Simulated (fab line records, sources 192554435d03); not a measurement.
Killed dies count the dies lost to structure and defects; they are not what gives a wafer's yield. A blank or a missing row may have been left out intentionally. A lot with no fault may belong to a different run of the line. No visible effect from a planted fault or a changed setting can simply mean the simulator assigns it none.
What tool caused it? / flow n5_finfet / 30 wafers from 10 lots sampled at 2 of the route's 1938 steps

## WHAT THE GAUGES SHOWED, per wafer
N5_PASSIVATION_OVL_MEAS_60. Usual: TV_OVL typically reads -4 nm, with standard deviation 5.4.
lot=L721; measured=day 14 18:19; on=overlay-01; TV_OVL (nm)=-1 -8 -8; flag=
lot=L722; measured=day 14 16:26; on=overlay-01; TV_OVL (nm)=-8 -5 4; flag=
lot=L723; measured=day 15 06:47; on=overlay-01; TV_OVL (nm)=0 -4 -11; flag=
lot=L731; measured=day 18 04:16; on=overlay-01; TV_OVL (nm)=-3 -1 -7; flag=
lot=L732; measured=day 17 06:16; on=overlay-01; TV_OVL (nm)=-7 -6 -12; flag=
lot=L734; measured=day 18 16:58; on=overlay-01; TV_OVL (nm)=1 -1 -2; flag=
lot=L738; measured=day 18 21:10; on=overlay-01; TV_OVL (nm)=3 10 -1; flag=
lot=L740; measured=day 19 11:13; on=overlay-01; TV_OVL (nm)=-5 -3 -12; flag=
lot=L743; measured=day 20 14:24; on=overlay-02; TV_OVL (nm)=-4 -12 -4; flag=
lot=L744; measured=day 20 13:23; on=overlay-02; TV_OVL (nm)=-8 -4 -6; flag=

## WHICH TOOL RAN EACH LOT (tool, then ch and the chambers of the sampled wafers, then the start)
lot=L721; N5_MOL_CONTACT_COAG_CMP_23=cmp-04 ch 1,3, day 4 23:02
lot=L722; N5_MOL_CONTACT_COAG_CMP_23=cmp-03 ch 0,3, day 5 01:56
lot=L723; N5_MOL_CONTACT_COAG_CMP_23=cmp-04 ch 0,2,3, day 5 08:36
lot=L731; N5_MOL_CONTACT_COAG_CMP_23=cmp-03 ch 0,1,2, day 7 10:02
lot=L732; N5_MOL_CONTACT_COAG_CMP_23=cmp-03 ch 1,2,3, day 7 14:36
lot=L734; N5_MOL_CONTACT_COAG_CMP_23=cmp-04 ch 0,2, day 8 03:50
lot=L738; N5_MOL_CONTACT_COAG_CMP_23=cmp-02 ch 1,2,3, day 9 02:43
lot=L740; N5_MOL_CONTACT_COAG_CMP_23=cmp-04 ch 2,3, day 9 14:54
lot=L743; N5_MOL_CONTACT_COAG_CMP_23=cmp-02 ch 1,2,3, day 10 08:54
lot=L744; N5_MOL_CONTACT_COAG_CMP_23=cmp-02 ch 0,2,3, day 10 19:01
- N5_MOL_CONTACT_COAG_CMP_23: polishes, stops on SiO2, t overpolish 1.5 s, target thk 0 nm.

## WHAT THE TOOLS THEMSELVES READ (means of the sampled wafers that have a number; where no wafer has one, the mark that the record gives instead)
N5_MOL_CONTACT_COAG_CMP_23. Usual: motor_current_A 7.9 A, standard deviation 0.65; overpolish_run_s 1.501 s, standard deviation 0.0093; time_to_endpoint_s 10.4 s, standard deviation 2.9.
lot=L721; tool=cmp-04; motor_current_A (A)=8.1; overpolish_run_s (s)=1.506; time_to_endpoint_s (s)=6.5; flag=
lot=L722; tool=cmp-03; motor_current_A (A)=7.9; overpolish_run_s (s)=1.498; time_to_endpoint_s (s)=11.9; flag=
lot=L723; tool=cmp-04; motor_current_A (A)=8.3; overpolish_run_s (s)=1.507; time_to_endpoint_s (s)=14.3; flag=
lot=L731; tool=cmp-03; motor_current_A (A)=7.3; overpolish_run_s (s)=1.506; time_to_endpoint_s (s)=11.5; flag=
lot=L732; tool=cmp-03; motor_current_A (A)=7.6; overpolish_run_s (s)=1.499; time_to_endpoint_s (s)=10.1; flag=
lot=L734; tool=cmp-04; motor_current_A (A)=8.6; overpolish_run_s (s)=1.504; time_to_endpoint_s (s)=13.5; flag=
lot=L738; tool=cmp-02; motor_current_A (A)=8.6; overpolish_run_s (s)=1.512; time_to_endpoint_s (s)=10.2; flag=
lot=L740; tool=cmp-04; motor_current_A (A)=7.9; overpolish_run_s (s)=1.500; time_to_endpoint_s (s)=8.6; flag=
lot=L743; tool=cmp-02; motor_current_A (A)=8.8; overpolish_run_s (s)=1.497; time_to_endpoint_s (s)=9.7; flag=
lot=L744; tool=cmp-02; motor_current_A (A)=8.5; overpolish_run_s (s)=1.502; time_to_endpoint_s (s)=8.6; flag=

## THE ANSWER, worked out from the rows above alone
Rule: a lot counts as off when the mean over its wafers that have a number is more than 3 standard deviations away from the usual mean. Also off: a lot with no number at a reading for which 4 or more lots have one. The other lots that the step has rows for count as sound. The gauges are gone through in route order, then the tools' own readings, and for those a lot's mean is taken as printed above. The first step at which some lot is off is used, and at that step the reading that is off furthest; a lot without a number counts as furthest.
None of the lots is off at any reading shown; this tells nothing.

## WHAT WAS PUT IN BY THE SIMULATOR
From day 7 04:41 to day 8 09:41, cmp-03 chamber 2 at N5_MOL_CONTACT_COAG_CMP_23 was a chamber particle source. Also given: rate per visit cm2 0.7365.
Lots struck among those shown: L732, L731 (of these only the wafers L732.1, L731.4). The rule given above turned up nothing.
